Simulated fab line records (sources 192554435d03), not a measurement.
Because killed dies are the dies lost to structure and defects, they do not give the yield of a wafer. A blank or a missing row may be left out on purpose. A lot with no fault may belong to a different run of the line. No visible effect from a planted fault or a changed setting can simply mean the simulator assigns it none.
fab line records	flow n5-finfet
[record] lots = 24	wafers = 72	last-day = 18
route steps=1938 shown BEOL_M4@1044
lots that met no fault: taken from a fault-free run of the same line
start-h: the number of hours between the record's first day and the start of the first shown wafer of the lot	wait-h: how many hours have passed since the lot's step before this one	" as in the row above	L1.1+2: one row covering several wafers at once	- either no value or no given start	* or withheld: withheld	< > ~ a bound
route shown NAME@n: a module of which the file shows steps, and the number in the route of the first	usual: average and standard deviation across the fault-free wafers	same: alike in all rows	chamber/n: place in a boat	sites: the reading at each site	_std_site: the standard deviation of these	_edge_site: inner sites' mean taken away from outer sites' mean	radius-mm: for every site, how far away it sits from the centre of the wafer	mask NAME#n: copy n	behind: the last tool/chamber to shape the wafer	hold: what put the lot on hold/how long, in hours/how the hold closed	device: transistor that didn't switch, given as n, p or np	end of line: tests run on the same wafers once the route is complete	a step with no rows: only its recipe	killed: the dies lost at the first sort to structure and to defects; this is not the yield of the wafer	map: per-die view of a wafer (x killed, . not killed, _ where there is no die)
set.NAME: setting as actually run; set.NAME@STEP: the setting as run at that earlier step	model.NAME: the simulator's own value behind a step, which no gauge read
one table for each step of the route and one row for each wafer, over a sample of lots
services: when a tool's chamber went out of use (start-h, in hours from the record's first day, below 0 if earlier), for how many hours, and the reason
[[steps]]
[step N5_BEOL_M4_HM_OPEN_17]
[recipe] chemistry = Cl2/BCl3	target-depth-a = 200	overetch-a = 60	target = TiN	mask-material = SOC	ion-energy-ev = 150	pressure-mtorr = 10	icp-w = 1000	bias-w = 126	Cl2_flow_sccm = 53.25	bcl3-flow-sccm = 21.75	Ar_flow_sccm = 25
[usual] drypump-motor-current-A = 6.0/0.5	oes-product-au = 0.67/0.083	throttle-valve-pct = 22.33/0.23
lot.wafer	tool	chamber	start-h	wait-h	drypump-motor-current-A	oes-product-au	rf-hours-counter-h	throttle-valve-pct
L076.1	rie-metal-02	1	177.87	0.0	4.9	0.63	68	22.32
L076.3	"	0	"	"	5.6	0.55	-	22.45
L076.6	"	1	"	"	4.9	0.63	-	22.32
L077.1	rie-metal-01	0	181.96	0.0	6.1	0.81	2	22.23
L077.3	"	0	"	"	6.0	0.81	-	22.23
L077.6	"	0	"	"	6.0	0.81	-	22.23
L075.2	rie-metal-02	0	182.73	0.0	5.6	0.55	111	22.44
L075.4	"	0	"	"	5.6	0.55	-	22.43
L075.6	"	0	"	"	5.6	0.55	-	22.44
L078.3	rie-metal-03	0	190.42	0.1	6.5	0.59	-	22.62
L078.4	"	1	"	"	6.4	0.75	-	21.95
L078.5	"	1	"	"	6.4	0.75	-	21.95
L074.1	rie-metal-03	1	197.29	0.0	6.4	0.74	11	21.94
L074.5	"	1	"	"	6.4	0.74	-	21.95
L074.6	"	0	"	"	6.4	0.59	-	22.63
L079.3	rie-metal-03	1	199.38	0.1	6.4	0.75	-	21.95
L079.4	"	0	"	"	6.5	0.59	-	22.62
L079.6	"	0	"	"	6.5	0.60	-	22.62
L080.1	rie-metal-01	0	203.58	0.0	6.1	0.78	6	22.23
L080.3	"	0	"	"	6.1	0.78	-	22.24
L080.6	"	0	"	"	6.0	0.78	-	22.24
L081.2	rie-metal-01	0	208.72	0.1	6.0	0.79	-	22.23
L081.3	"	0	"	"	6.0	0.78	-	22.23
L081.5	"	0	"	"	6.1	0.78	-	22.24
L082.1	rie-metal-03	1	211.46	0.0	6.4	0.74	13	21.97
L082.2	"	0	"	"	6.5	0.58	86	22.63
L082.4	"	0	"	"	6.4	0.58	-	22.63
L084.1	rie-metal-01	0	219.44	0.0	6.0	0.76	8	22.24
L084.2	"	0	"	"	6.1	0.76	-	22.25
L084.6	"	0	"	"	6.1	0.75	-	22.24
L083.1	rie-metal-02	1	220.37	0.0	5.0	0.62	73	22.33
L083.2	"	0	"	"	5.6	0.54	116	22.45
L083.4	"	0	"	"	5.6	0.54	-	22.46
L085.2	rie-metal-03	1	223.99	0.0	6.4	0.74	14	21.95
L085.3	"	1	"	"	6.4	0.73	-	21.95
L085.6	"	1	"	"	6.4	0.74	-	21.95
L086.1	rie-metal-01	0	236.89	0.0	6.1	0.77	9	22.25
L086.3	"	1	"	"	5.8	0.72	-	22.51
L086.6	"	0	"	"	6.1	0.76	-	22.25
L088.2	rie-metal-02	1	263.72	0.0	5.0	0.61	77	22.35
L088.3	"	1	"	"	5.0	0.62	-	22.34
L088.5	"	1	"	"	5.0	0.61	-	22.36
L090.1	rie-metal-02	0	267.27	0.0	5.6	0.53	120	22.46
L090.4	"	0	"	"	5.6	0.53	-	22.48
L090.5	"	0	"	"	5.6	0.53	-	22.46
L089.2	rie-metal-03	1	269.27	0.0	6.4	0.72	18	21.98
L089.3	"	0	"	"	6.4	0.58	-	22.64
L089.4	"	1	"	"	6.4	0.72	-	21.96
L087.1	rie-metal-01	1	272.79	0.0	5.8	0.69	28	22.55
L087.3	"	0	"	"	6.0	0.75	-	22.26
L087.6	"	1	"	"	5.8	0.70	-	22.54
L091.3	rie-metal-02	1	275.14	0.1	5.0	0.62	-	22.34
L091.5	"	1	"	"	4.9	0.62	-	22.35
L091.6	"	1	"	"	5.0	0.61	-	22.33
L092.3	rie-metal-03	0	278.22	0.1	6.5	0.58	-	22.66
L092.4	"	1	"	"	6.4	0.71	-	21.98
L092.6	"	0	"	"	6.5	0.58	-	22.64
L093.1	rie-metal-03	0	296.22	0.1	6.4	0.57	93	22.64
L093.2	"	1	"	"	6.4	0.71	20	21.98
L093.4	"	1	"	"	6.4	0.71	-	21.97
L094.1	rie-metal-01	1	307.55	0.0	5.9	0.69	31	22.55
L094.2	"	0	"	"	6.0	0.74	15	22.28
L094.5	"	0	"	"	6.0	0.73	-	22.25
L095.2	rie-metal-01	1	310.57	0.0	5.8	0.69	31	22.54
L095.3	"	0	"	"	6.1	0.73	-	22.26
L095.4	"	1	"	"	5.8	0.69	-	22.55
L096.2	rie-metal-01	1	311.81	0.0	5.8	0.69	31	22.54
L096.3	"	1	"	"	5.8	0.69	-	22.55
L096.4	"	0	"	"	6.1	0.73	-	22.26
L097.2	rie-metal-03	0	314.02	0.0	6.4	0.57	94	22.65
L097.4	"	1	"	"	6.4	0.71	-	21.97
L097.5	"	0	"	"	6.5	0.57	-	22.65
[step N5_BEOL_M4_VIA_ETCH_34]
[recipe] chemistry = C4F6/O2	target-depth-a = 694	mask-material = SOC	pressure-mtorr = 15	ion-energy-ev = 250	taper-deg = 4	time-s = 65.9	source-w = 350	bias-w = 170	Ar_flow_sccm = 300	C4F6_flow_sccm = 10	O2_flow_sccm = 10
[usual] O2_flow_sccm = 10.00/0.031	drypump-motor-current-A = 5.6/0.49	oes_o_777_au = 0.79/0.063	oes-product-au = 0.78/0.06	rf-vpp-V = 665/15	showerhead-plenum-p-Torr = 2.89/0.096	throttle-valve-pct = 30.93/0.25
lot.wafer	tool	chamber	start-h	wait-h	O2_flow_sccm	drypump-motor-current-A	oes_o_777_au	oes-product-au	rf-hours-counter-h	rf-vpp-V	showerhead-plenum-p-Torr	throttle-valve-pct
L076.1	rie-diel-03	2	183.35	0.0	9.98	5.3	0.77	0.76	120	687	2.88	31.44
L076.3	"	1	"	"	9.93	5.2	0.80	0.80	115	665	2.86	30.76
L076.6	"	3	"	"	9.99	6.3	0.73	0.68	-	640	2.72	31.22
L077.1	rie-diel-05	2	186.60	0.0	10.03	5.6	0.86	0.88	53	680	3.02	30.82
L077.3	"	1	"	"	10.02	5.6	0.87	0.84	74	640	2.75	30.71
L077.6	"	0	"	"	9.97	6.2	0.83	0.82	-	645	2.77	31.06
L075.2	rie-diel-03	2	189.35	0.0	10.04	5.3	0.76	0.77	124	687	2.87	31.47
L075.4	"	3	"	"	10.02	6.3	0.73	0.68	240	640	2.72	31.21
L075.6	"	0	"	"	10.08	5.7	0.77	0.76	-	665	2.94	30.80
L078.3	rie-diel-05	0	197.57	0.0	9.98	6.2	0.82	0.82	82	645	2.77	31.05
L078.4	"	1	"	"	10.04	5.7	0.87	0.84	77	639	2.75	30.69
L078.5	"	1	"	"	9.97	5.6	0.87	0.85	-	639	2.75	30.70
L080.1	rie-diel-03	1	206.93	0.0	9.99	5.2	0.79	0.79	124	664	2.85	30.78
L080.3	"	0	"	"	10.00	5.7	0.77	0.75	153	665	2.94	30.79
L080.6	"	0	"	"	9.97	5.7	0.77	0.75	-	667	2.94	30.79
L074.1	rie-diel-05	0	207.07	0.0	9.98	6.2	0.82	0.81	85	646	2.76	31.07
L074.5	"	1	"	"	10.04	5.6	0.86	0.84	-	637	2.75	30.70
L074.6	"	2	"	"	9.99	5.6	0.85	0.87	-	679	3.02	30.84
L081.2	rie-diel-01	1	212.11	0.0	10.01	5.2	0.84	0.84	62	672	2.88	30.81
L081.3	"	2	"	"	9.97	4.9	0.75	0.72	191	673	2.94	30.84
L081.5	"	3	"	"	10.00	5.3	0.68	0.70	-	681	2.94	30.75
L079.3	rie-diel-05	2	212.15	0.0	9.99	5.6	0.84	0.87	61	679	3.02	30.84
L079.4	"	1	"	"	10.03	5.7	0.87	0.84	83	639	2.75	30.71
L079.6	"	1	"	"	10.02	5.6	0.86	0.83	-	637	2.75	30.71
L082.1	rie-diel-03	1	215.04	0.0	10.06	5.2	0.79	0.78	127	666	2.85	30.79
L082.2	"	2	"	"	10.01	5.3	0.76	0.75	132	686	2.87	31.47
L082.4	"	0	"	"	10.03	5.7	0.76	0.74	156	666	2.94	30.80
L083.1	rie-diel-03	1	231.13	0.0	9.96	5.2	0.79	0.78	135	665	2.85	30.78
L083.2	"	0	"	"	10.01	5.7	0.76	0.74	164	665	2.93	30.79
L083.4	"	1	"	"	10.00	5.2	0.79	0.77	-	665	2.85	30.78
L084.1	rie-diel-05	0	231.16	0.0	9.99	6.2	0.81	0.81	94	645	2.76	31.08
L084.2	"	3	"	"	9.99	4.6	0.81	0.81	82	668	3.00	31.02
L084.6	"	2	"	"	9.95	5.6	0.84	0.87	-	678	3.01	30.83
L085.2	rie-diel-03	1	235.27	0.0	10.01	5.2	0.79	0.79	136	666	2.85	30.78
L085.3	"	0	"	"	10.02	5.7	0.76	0.74	165	666	2.93	30.79
L085.6	"	1	"	"	9.98	5.2	0.78	0.77	-	666	2.85	30.79
L086.1	rie-diel-01	0	254.36	0.0	10.02	6.4	0.75	0.78	117	676	2.86	30.52
L086.3	"	3	"	"	10.00	5.3	0.68	0.70	209	680	2.94	30.75
L086.6	"	0	"	"	10.05	6.4	0.75	0.78	-	677	2.86	30.52
L088.2	rie-diel-01	3	270.34	0.0	10.04	5.3	0.68	0.70	215	682	2.94	30.80
L088.3	"	1	"	"	10.02	5.2	0.83	0.83	75	672	2.88	30.82
L088.5	"	0	"	"	9.99	6.4	0.75	0.78	-	676	2.85	30.53
L090.1	rie-diel-05	0	277.00	0.0	10.01	6.2	0.79	0.78	112	644	2.75	31.10
L090.4	"	2	"	"	10.01	5.6	0.82	0.83	-	678	3.00	30.86
L090.5	"	0	"	"	9.96	6.2	0.79	0.79	-	644	2.75	31.08
L089.2	rie-diel-03	1	277.09	0.0	9.98	5.2	0.77	0.77	152	665	2.84	30.80
L089.3	"	2	"	"	9.97	5.3	0.73	0.73	157	686	2.86	31.49
L089.4	"	3	"	"	9.98	6.3	0.99	0.94	17	651	3.05	31.07
L087.1	rie-diel-03	1	277.45	0.0	9.98	5.3	0.76	0.77	152	664	2.84	30.78
L087.3	"	3	"	"	9.99	6.3	0.98	0.93	17	651	3.05	31.06
L087.6	"	0	"	"	9.97	5.7	0.74	0.72	-	666	2.93	30.80
L091.3	rie-diel-01	3	281.43	0.0	10.01	5.3	0.67	0.69	219	683	2.93	30.80
L091.5	"	0	"	"	9.99	6.4	0.74	0.78	-	675	2.85	30.54
L091.6	"	3	"	"	10.02	5.3	0.68	0.69	-	683	2.93	30.79
L092.3	rie-diel-03	2	281.68	0.0	9.97	5.3	0.74	0.74	158	686	2.86	31.49
L092.4	"	1	"	"	10.02	5.2	0.77	0.77	153	666	2.84	30.82
L092.6	"	2	"	"	9.98	5.3	0.74	0.73	-	686	2.86	31.48
L093.1	rie-diel-03	0	301.66	0.0	9.98	5.7	0.74	0.72	190	666	2.92	30.82
L093.2	"	1	"	"	10.05	5.3	0.77	0.76	159	665	2.84	30.81
L093.4	"	2	"	"	10.02	5.3	0.73	0.73	165	685	2.86	31.50
L094.1	rie-diel-05	2	309.61	0.0	10.00	5.6	0.81	0.81	98	679	3.00	30.86
L094.2	"	1	"	"	10.03	5.7	0.83	0.80	114	637	2.74	30.74
L094.5	"	0	"	"	9.96	6.2	0.78	0.78	-	647	2.75	31.09
L095.2	rie-diel-03	3	312.96	0.0	9.97	6.3	0.96	0.92	29	652	3.05	31.08
L095.3	"	2	"	"	10.08	5.3	0.74	0.72	169	686	2.85	31.49
L095.4	"	1	"	"	9.92	5.2	0.76	0.76	162	664	2.84	30.81
L096.2	rie-diel-05	1	316.61	0.0	10.00	5.7	0.83	0.80	117	639	2.73	30.74
L096.3	"	3	"	"	9.97	4.6	0.78	0.79	114	668	2.98	31.04
L096.4	"	0	"	"	9.99	6.2	0.78	0.77	120	646	2.75	31.10
L097.2	rie-diel-05	2	321.45	0.0	9.95	5.6	0.80	0.82	102	680	3.00	30.87
L097.4	"	3	"	"	9.97	4.6	0.78	0.78	116	669	2.98	31.05
L097.5	"	2	"	"	10.01	5.6	0.80	0.82	-	679	3.00	30.87
[step N5_BEOL_M4_SPUTTER_48]
[recipe] material = Cu	target-thk-a = 45	temp-c = -20	chamber-pressure-pa = 0.07	power-w = withheld	time-s = 8.29
[usual] throttle-valve-pct = 29.8/0.98
lot.wafer	tool	chamber	start-h	wait-h	throttle-valve-pct
L076.1	pvd-sputter-02	-	184.76	0.2	28.0
L076.3	"	-	"	"	29.0
L076.6	"	-	"	"	29.1
L077.1	pvd-sputter-03	-	188.01	0.1	28.6
L077.3	"	-	"	"	30.2
L077.6	"	-	"	"	30.4
L075.2	pvd-sputter-03	-	190.66	0.2	30.2
L075.4	"	-	"	"	30.2
L075.6	"	-	"	"	30.3
L078.3	pvd-sputter-03	-	199.07	0.2	29.8
L078.4	"	-	"	"	30.3
L078.5	"	-	"	"	28.6
L080.1	pvd-sputter-02	-	208.41	0.2	28.7
L080.3	"	-	"	"	29.8
L080.6	"	-	"	"	29.0
L074.1	pvd-sputter-01	-	209.94	1.3	31.4
L074.5	"	-	"	"	31.0
L074.6	"	-	"	"	30.7
L081.2	pvd-sputter-01	-	213.12	0.1	29.6
L081.3	"	-	"	"	31.7
L081.5	"	-	"	"	30.7
L079.3	pvd-sputter-02	-	213.27	0.1	29.1
L079.4	"	-	"	"	27.8
L079.6	"	-	"	"	28.7
L082.1	pvd-sputter-03	-	216.75	0.2	28.6
L082.2	"	-	"	"	30.3
L082.4	"	-	"	"	30.4
L083.1	pvd-sputter-01	-	232.41	0.1	30.9
L083.2	"	-	"	"	30.9
L083.4	"	-	"	"	29.5
L084.1	pvd-sputter-02	-	232.84	0.1	28.8
L084.2	"	-	"	"	29.1
L084.6	"	-	"	"	28.2
L085.2	pvd-sputter-02	-	237.92	0.8	29.9
L085.3	"	-	"	"	28.9
L085.6	"	-	"	"	29.0
L086.1	pvd-sputter-03	-	255.84	0.1	29.7
L086.3	"	-	"	"	28.6
L086.6	"	-	"	"	30.0
L088.2	pvd-sputter-03	-	271.73	0.1	29.9
L088.3	"	-	"	"	30.3
L088.5	"	-	"	"	30.1
L090.1	pvd-sputter-01	-	278.57	0.1	29.2
L090.4	"	-	"	"	30.8
L090.5	"	-	"	"	29.1
L089.2	pvd-sputter-02	-	278.62	0.1	29.1
L089.3	"	-	"	"	30.0
L089.4	"	-	"	"	28.1
L087.1	pvd-sputter-01	-	280.41	1.7	29.1
L087.3	"	-	"	"	31.4
L087.6	"	-	"	"	30.9
L091.3	pvd-sputter-02	-	282.81	0.1	27.9
L091.5	"	-	"	"	28.9
L091.6	"	-	"	"	30.1
L092.3	pvd-sputter-03	-	282.99	0.1	30.2
L092.4	"	-	"	"	30.4
L092.6	"	-	"	"	28.8
L093.1	pvd-sputter-01	-	304.20	0.2	30.8
L093.2	"	-	"	"	30.6
L093.4	"	-	"	"	31.7
L094.1	pvd-sputter-01	-	310.96	0.1	31.7
L094.2	"	-	"	"	30.8
L094.5	"	-	"	"	30.8
L095.2	pvd-sputter-03	-	314.66	0.2	30.3
L095.3	"	-	"	"	30.4
L095.4	"	-	"	"	28.5
L096.2	pvd-sputter-03	-	319.84	1.8	30.7
L096.3	"	-	"	"	28.9
L096.4	"	-	"	"	29.8
L097.2	pvd-sputter-03	-	322.76	0.2	30.6
L097.4	"	-	"	"	28.8
L097.5	"	-	"	"	30.1
[step N5_BEOL_M4_SPUTTER_79]
[recipe] material = Cu	target-thk-a = 45	temp-c = -20	chamber-pressure-pa = 0.07	power-w = withheld	time-s = 8.29
[usual] throttle-valve-pct = 29.7/0.94
lot.wafer	tool	chamber	start-h	wait-h	throttle-valve-pct
L076.1	pvd-sputter-02	-	184.98	0.1	28.1
L076.3	"	-	"	"	29.1
L076.6	"	-	"	"	29.1
L077.1	pvd-sputter-03	-	188.23	0.1	28.9
L077.3	"	-	"	"	30.2
L077.6	"	-	"	"	30.2
L075.2	pvd-sputter-03	-	190.88	0.1	30.1
L075.4	"	-	"	"	30.2
L075.6	"	-	"	"	30.3
L078.3	pvd-sputter-03	-	199.29	0.1	29.7
L078.4	"	-	"	"	30.1
L078.5	"	-	"	"	28.7
L080.1	pvd-sputter-02	-	208.63	0.1	28.9
L080.3	"	-	"	"	29.9
L080.6	"	-	"	"	28.6
L074.1	pvd-sputter-01	-	210.16	0.1	31.5
L074.5	"	-	"	"	30.7
L074.6	"	-	"	"	30.6
L081.2	pvd-sputter-01	-	213.34	0.1	29.2
L081.3	"	-	"	"	31.8
L081.5	"	-	"	"	30.8
L079.3	pvd-sputter-02	-	213.49	0.1	29.0
L079.4	"	-	"	"	28.0
L079.6	"	-	"	"	28.8
L082.1	pvd-sputter-03	-	216.97	0.1	28.8
L082.2	"	-	"	"	30.5
L082.4	"	-	"	"	30.0
L083.1	pvd-sputter-01	-	232.63	0.1	30.8
L083.2	"	-	"	"	30.9
L083.4	"	-	"	"	29.1
L084.1	pvd-sputter-02	-	233.06	0.1	29.0
L084.2	"	-	"	"	28.9
L084.6	"	-	"	"	28.1
L085.2	pvd-sputter-02	-	238.14	0.1	29.6
L085.3	"	-	"	"	28.5
L085.6	"	-	"	"	29.0
L086.1	pvd-sputter-03	-	256.06	0.1	30.0
L086.3	"	-	"	"	28.8
L086.6	"	-	"	"	30.5
L088.2	pvd-sputter-03	-	271.95	0.1	29.7
L088.3	"	-	"	"	30.2
L088.5	"	-	"	"	30.3
L090.1	pvd-sputter-01	-	278.79	0.1	29.2
L090.4	"	-	"	"	30.3
L090.5	"	-	"	"	29.6
L089.2	pvd-sputter-02	-	278.84	0.1	29.3
L089.3	"	-	"	"	30.0
L089.4	"	-	"	"	28.1
L087.1	pvd-sputter-01	-	280.63	0.1	29.2
L087.3	"	-	"	"	31.6
L087.6	"	-	"	"	30.7
L091.3	pvd-sputter-02	-	283.03	0.1	27.9
L091.5	"	-	"	"	28.7
L091.6	"	-	"	"	29.8
L092.3	pvd-sputter-03	-	283.21	0.1	30.0
L092.4	"	-	"	"	30.4
L092.6	"	-	"	"	29.0
L093.1	pvd-sputter-01	-	304.42	0.1	30.4
L093.2	"	-	"	"	30.9
L093.4	"	-	"	"	31.5
L094.1	pvd-sputter-01	-	311.18	0.1	31.5
L094.2	"	-	"	"	30.6
L094.5	"	-	"	"	30.8
L095.2	pvd-sputter-03	-	314.88	0.1	30.0
L095.3	"	-	"	"	30.6
L095.4	"	-	"	"	28.8
L096.2	pvd-sputter-03	-	320.06	0.1	30.2
L096.3	"	-	"	"	28.8
L096.4	"	-	"	"	29.5
L097.2	pvd-sputter-03	-	322.98	0.1	29.9
L097.4	"	-	"	"	28.6
L097.5	"	-	"	"	30.4
[step N5_BEOL_M4_ANNEAL_87]
[recipe] temp-c = 400	time-s = 240	ambient = vacuum
[usual] heater-power-w = 794/74
lot.wafer	tool	chamber	start-h	wait-h	heater-power-w
L076.1	pvd-sputter-02	-	185.50	0.0	920
L076.3	"	-	"	"	732
L076.6	"	-	"	"	722
L077.1	pvd-sputter-03	-	188.75	0.0	819
L077.3	"	-	"	"	685
L077.6	"	-	"	"	701
L075.2	pvd-sputter-03	-	191.40	0.0	699
L075.4	"	-	"	"	712
L075.6	"	-	"	"	681
L078.3	pvd-sputter-03	-	199.81	0.0	784
L078.4	"	-	"	"	693
L078.5	"	-	"	"	792
L080.1	pvd-sputter-02	-	209.15	0.0	961
L080.3	"	-	"	"	741
L080.6	"	-	"	"	958
L074.1	pvd-sputter-01	-	210.68	0.0	802
L074.5	"	-	"	"	775
L074.6	"	-	"	"	823
L081.2	pvd-sputter-01	-	213.86	0.0	798
L081.3	"	-	"	"	824
L081.5	"	-	"	"	837
L079.3	pvd-sputter-02	-	214.01	0.0	969
L079.4	"	-	"	"	906
L079.6	"	-	"	"	944
L082.1	pvd-sputter-03	-	217.49	0.0	796
L082.2	"	-	"	"	720
L082.4	"	-	"	"	717
L083.1	pvd-sputter-01	-	233.15	0.0	817
L083.2	"	-	"	"	775
L083.4	"	-	"	"	793
L084.1	pvd-sputter-02	-	233.58	0.0	959
L084.2	"	-	"	"	730
L084.6	"	-	"	"	906
L085.2	pvd-sputter-02	-	238.66	0.0	721
L085.3	"	-	"	"	944
L085.6	"	-	"	"	930
L086.1	pvd-sputter-03	-	256.58	0.0	784
L086.3	"	-	"	"	824
L086.6	"	-	"	"	711
L088.2	pvd-sputter-03	-	272.47	0.0	762
L088.3	"	-	"	"	710
L088.5	"	-	"	"	711
L090.1	pvd-sputter-01	-	279.31	0.0	809
L090.4	"	-	"	"	834
L090.5	"	-	"	"	790
L089.2	pvd-sputter-02	-	279.36	0.0	740
L089.3	"	-	"	"	737
L089.4	"	-	"	"	905
L087.1	pvd-sputter-01	-	281.15	0.0	794
L087.3	"	-	"	"	820
L087.6	"	-	"	"	786
L091.3	pvd-sputter-02	-	283.55	0.0	946
L091.5	"	-	"	"	954
L091.6	"	-	"	"	733
L092.3	pvd-sputter-03	-	283.73	0.0	687
L092.4	"	-	"	"	741
L092.6	"	-	"	"	817
L093.1	pvd-sputter-01	-	304.94	0.0	811
L093.2	"	-	"	"	767
L093.4	"	-	"	"	812
L094.1	pvd-sputter-01	-	311.70	0.0	803
L094.2	"	-	"	"	770
L094.5	"	-	"	"	763
L095.2	pvd-sputter-03	-	315.40	0.0	712
L095.3	"	-	"	"	715
L095.4	"	-	"	"	814
L096.2	pvd-sputter-03	-	320.58	0.0	717
L096.3	"	-	"	"	790
L096.4	"	-	"	"	783
L097.2	pvd-sputter-03	-	323.50	0.0	726
L097.4	"	-	"	"	821
L097.5	"	-	"	"	720
[step N5_BEOL_M4_SPUTTER_96]
[recipe] material = Cu	target-thk-a = 45	temp-c = -20	chamber-pressure-pa = 0.07	power-w = withheld	time-s = 8.29
[usual] throttle-valve-pct = 29.8/0.97
lot.wafer	tool	chamber	start-h	wait-h	throttle-valve-pct
L076.1	pvd-sputter-02	-	186.52	0.1	27.9
L076.3	"	-	"	"	29.0
L076.6	"	-	"	"	29.2
L077.1	pvd-sputter-03	-	189.77	0.1	28.9
L077.3	"	-	"	"	30.1
L077.6	"	-	"	"	30.2
L075.2	pvd-sputter-03	-	192.42	0.1	30.4
L075.4	"	-	"	"	30.1
L075.6	"	-	"	"	30.2
L078.3	pvd-sputter-03	-	200.83	0.1	30.0
L078.4	"	-	"	"	30.2
L078.5	"	-	"	"	29.1
L080.1	pvd-sputter-02	-	210.17	0.1	28.8
L080.3	"	-	"	"	30.1
L080.6	"	-	"	"	29.0
L074.1	pvd-sputter-01	-	211.70	0.1	31.8
L074.5	"	-	"	"	30.9
L074.6	"	-	"	"	30.6
L081.2	pvd-sputter-01	-	214.88	0.1	29.2
L081.3	"	-	"	"	31.5
L081.5	"	-	"	"	31.0
L079.3	pvd-sputter-02	-	215.03	0.1	29.0
L079.4	"	-	"	"	28.3
L079.6	"	-	"	"	29.0
L082.1	pvd-sputter-03	-	218.51	0.1	28.6
L082.2	"	-	"	"	30.2
L082.4	"	-	"	"	30.4
L083.1	pvd-sputter-01	-	234.17	0.1	30.7
L083.2	"	-	"	"	30.9
L083.4	"	-	"	"	29.3
L084.1	pvd-sputter-02	-	234.60	0.1	29.1
L084.2	"	-	"	"	28.6
L084.6	"	-	"	"	28.1
L085.2	pvd-sputter-02	-	239.68	0.1	30.0
L085.3	"	-	"	"	28.9
L085.6	"	-	"	"	29.1
L086.1	pvd-sputter-03	-	257.60	0.1	29.7
L086.3	"	-	"	"	28.5
L086.6	"	-	"	"	30.2
L088.2	pvd-sputter-03	-	273.49	0.1	29.8
L088.3	"	-	"	"	30.4
L088.5	"	-	"	"	30.4
L090.1	pvd-sputter-01	-	280.33	0.1	29.3
L090.4	"	-	"	"	30.8
L090.5	"	-	"	"	29.5
L089.2	pvd-sputter-02	-	280.38	0.1	29.0
L089.3	"	-	"	"	29.7
L089.4	"	-	"	"	28.2
L087.1	pvd-sputter-01	-	282.17	0.1	29.3
L087.3	"	-	"	"	31.7
L087.6	"	-	"	"	31.1
L091.3	pvd-sputter-02	-	284.57	0.1	28.0
L091.5	"	-	"	"	28.8
L091.6	"	-	"	"	30.0
L092.3	pvd-sputter-03	-	284.75	0.1	30.1
L092.4	"	-	"	"	30.2
L092.6	"	-	"	"	28.7
L093.1	pvd-sputter-01	-	305.96	0.1	30.8
L093.2	"	-	"	"	30.6
L093.4	"	-	"	"	31.9
L094.1	pvd-sputter-01	-	312.72	0.1	31.8
L094.2	"	-	"	"	30.9
L094.5	"	-	"	"	30.7
L095.2	pvd-sputter-03	-	316.42	0.1	30.4
L095.3	"	-	"	"	30.2
L095.4	"	-	"	"	28.7
L096.2	pvd-sputter-03	-	321.60	0.1	30.3
L096.3	"	-	"	"	28.6
L096.4	"	-	"	"	29.9
L097.2	pvd-sputter-03	-	324.52	0.1	30.3
L097.4	"	-	"	"	28.6
L097.5	"	-	"	"	30.1
[[services]]
tool	chamber	start-h	hours	kind
rie-diel-05	1	160.48	5.4	repair
rie-diel-01	0	168.70	6.0	repair
rie-metal-01	1	173.00	50.6	repair
rie-diel-03	3	216.77	-	clean
rie-diel-03	3	216.77	-	consumable-replace:focus-ring
rie-diel-03	3	216.77	-	consumable-replace:showerhead
rie-diel-03	3	216.77	18.6	scheduled-down
rie-diel-03	3	216.77	18.6	vent-cycle
rie-diel-01	0	228.17	6.0	repair
rie-diel-01	-	238.12	15.6	pm
rie-diel-01	1	263.76	3.0	repair
rie-metal-02	0	268.13	-	clean
rie-metal-02	0	268.13	12.4	scheduled-down
rie-metal-02	0	268.13	12.4	vent-cycle
rie-metal-01	-	293.33	0.5	repair
rie-metal-02	1	320.48	2.3	repair
rie-diel-01	-	322.39	0.2	repair
[[key]]
fault none
